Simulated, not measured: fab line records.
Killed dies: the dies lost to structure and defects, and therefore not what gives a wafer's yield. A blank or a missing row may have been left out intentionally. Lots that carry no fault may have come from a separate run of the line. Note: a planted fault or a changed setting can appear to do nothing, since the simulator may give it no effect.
A struck lot beside a sound one ; flow nand_harc ; 13 steps out of a route of 1302
Sound: wafers L522.1, L522.2, L522.6. Struck: wafers L536.1, L536.4, L536.5. The cause is named last.
For every step that has rows: the tool of each side, followed by ch and its chambers, followed by its first start. Under that, the readings that differ: sound wafers ; struck wafers ; difference of the means ; sigmas: that difference in standard deviations of wafers without a fault.
alike: words and numbers the same on both sides, and readings whose means are apart by under 2 such deviations; not compared: readings that were withheld, readings missing a value for some wafer, numbers with overlapping values and no deviation given by the record, and bounds like >300 which may hide the same value.
A row with sigmas, a row that says differs or no value, or rows on one side alone: a step with any of these is where the two part. Non-overlapping numbers with no deviation appear without sigmas and do not part them. A reading missing from all wafers of one side parts the sides only when that side holds two or more wafers.

NHARC_A_STAIRCASE_STRIP_475: strips in O2, time 20 s.
  sound: rie_diel-08 ch 0,2,3; struck: rie_diel-07 ch 0,1,2
  alike: drypump_motor_current_A, mfc_ar_sccm, oes_product_au, rf_vpp_V, showerhead_plenum_p_Torr, throttle_valve_pct
  not compared: rf_hours_counter_h
NHARC_A_STAIRCASE_DEP_471: deposits SiO2, target thk 100 nm.
  sound on pecvd-01 ch 0,1, day 19 11:13; struck on pecvd-03 ch 1,2, day 25 14:13
  alike: heater_power_w, throttle_valve_pct
NHARC_A_STAIRCASE_CMP_472: polishes SiO2.
  sound on cmp-04 ch 0,1,3, day 19 11:32; struck on cmp-01 ch 0,1, day 25 14:29
  alike: motor_current_A
after that, 1 step had no rows for these wafers: NHARC_A_STAIRCASE_SRD_474.
NHARC_A_STAIRCASE_INSPECT_155:
  sound: defect_inspect-02 at day 19 11:51; struck: defect_inspect-02 at day 25 14:50
  alike: raw_defect_count
NHARC_A_SGD_CUT_DEP_00: deposits SiNx, target thk 50 nm.
  sound on pecvd-04 ch 0,1,2, day 19 11:57; struck on pecvd-03 ch 0,1, day 25 14:53
  alike: heater_power_w
then, 5 steps without rows for these wafers: NHARC_A_SGD_CUT_DEHYDRATE_01 (time 120 s); NHARC_A_SGD_CUT_HMDS_02 (time 30 s); NHARC_A_SGD_CUT_COAT_56 (time 75 s); NHARC_A_SGD_CUT_COAT_57 (time 65 s); NHARC_A_SGD_CUT_COAT_03 (resist thk 90 nm).
NHARC_A_SGD_CUT_SOFTBAKE_04: time 55 s.
  sound on litho_track-01 ch 0, day 19 12:00; struck on litho_track-01 ch 0, day 25 15:00
reading;sound;struck;difference;sigmas
heater_power_total_W (W);188.33 188.39 188.70;190.09 190.22 190.23;+1.71;+11
plate_temp_C (C);104.99 105.06 105.00;105.57 105.54 105.87;+0.64;+6
after that, 1 step had no rows for these wafers: NHARC_A_SGD_CUT_EBR_05.

WHERE THEY PART
At NHARC_A_SGD_CUT_SOFTBAKE_04 and nowhere else, as far as this record goes.

WHY: what the simulator had put in
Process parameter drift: litho_track-01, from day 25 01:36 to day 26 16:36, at NHARC_A_SGD_CUT_SOFTBAKE_04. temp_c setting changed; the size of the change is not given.
